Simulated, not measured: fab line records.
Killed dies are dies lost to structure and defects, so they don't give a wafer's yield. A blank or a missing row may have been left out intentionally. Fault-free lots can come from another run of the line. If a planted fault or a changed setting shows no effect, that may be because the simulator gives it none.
Matching of chambers :: flow n5_finfet :: N5_BEOL_M2_ALD_84 on ald_metal-01 has 3 sister chambers
The step deposits TaN, pulse time 2 s, purge time 3 s, co reactant purge time 2 s. 3 wafers are shown with their chamber, then 6 later ones without.

## EACH WAFER AND ITS CHAMBER
wafer: L085.2
chamber: 2
heater_power_w (W): 434

wafer: L085.4
chamber: 3
heater_power_w (W): 470

wafer: L089.1
chamber: 1
heater_power_w (W): 473

## WAFERS WITH NO CHAMBER GIVEN
wafer: L089.2
heater_power_w (W): 424

wafer: L088.1
heater_power_w (W): 472

wafer: L088.3
heater_power_w (W): 490

wafer: L095.1
heater_power_w (W): 476

wafer: L095.3
heater_power_w (W): 442

wafer: L095.5
heater_power_w (W): 471

## EACH ONE'S CHAMBER
wafer: L089.2
from the rows above: 2
in truth: 2

wafer: L088.1
from the rows above: can't be placed: 1 or 3
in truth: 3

wafer: L088.3
from the rows above: can't be placed: 1 or 3
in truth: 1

wafer: L095.1
from the rows above: can't be placed: 1 or 3
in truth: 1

wafer: L095.3
from the rows above: 2
in truth: 2

wafer: L095.5
from the rows above: can't be placed: 3 or 1
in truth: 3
2 of 6 placed correctly. Unplaceable from these rows: 4, with the true chamber sitting among the candidates in 4. Placed wrongly: 0.
How it was worked out, from the rows above alone: a wafer's distance from a chamber is the root of the sum, over the readings, of the square of ((its reading less the chamber's mean) divided by the reading's scatter). If the next closest chamber is less than 2 further off than the closest, the wafer can't be placed; otherwise it belongs to the closest. A chamber's mean is the mean of its shown wafers. The scatter (one wafer shown for each chamber): square how far every hidden wafer sits from the nearest shown wafer, average those squares and take the square root.
